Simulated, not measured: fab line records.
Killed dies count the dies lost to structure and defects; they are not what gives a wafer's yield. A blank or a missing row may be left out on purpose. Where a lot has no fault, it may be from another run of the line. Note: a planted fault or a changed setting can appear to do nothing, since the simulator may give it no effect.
Chamber matching    flow n5 finfet    3 sister chambers for N5_BEOL_M1_CO_CAP_55 on cvd co-01
The step material Co, precursor CCTBA/H2, target thk 2 nm, time 102.1 s. 3 wafers are shown with their chamber, then 12 later ones without.

== WAFERS PAIRED WITH THEIR CHAMBERS ==
wafer   chamber  heater power w (W)
L090.5  0        239
L093.4  2        263
L093.6  1        301

== WAFERS WHOSE CHAMBER IS MISSING ==
wafer   heater power w (W)
L094.3  239
L094.4  298
L094.5  240
L095.1  264
L095.4  304
L095.6  267
L096.2  241
L096.3  257
L096.4  260
L097.1  260
L097.3  240
L097.6  262

== WHICH CHAMBER EACH WENT THROUGH ==
wafer   from the rows above  in truth
L094.3  0                    0
L094.4  1                    1
L094.5  0                    0
L095.1  2                    2
L095.4  1                    1
L095.6  2                    2
L096.2  0                    0
L096.3  2                    2
L096.4  2                    2
L097.1  2                    2
L097.3  0                    0
L097.6  2                    2
Placed correctly: 12 of 12. Number that these rows cannot place: 0. Placed wrongly: 0.
How it was worked out, from the rows above alone: a wafer's distance from a chamber is the root of the sum, over the readings, of the square of ((its reading less the chamber's mean) divided by the reading's scatter). If the next closest chamber is less than 2 further off than the closest, the wafer can't be placed; otherwise it belongs to the closest. Each chamber's mean is taken over the wafers shown for it. The scatter (one wafer shown for each chamber): square how far every hidden wafer sits from the nearest shown wafer, average those squares and take the square root.
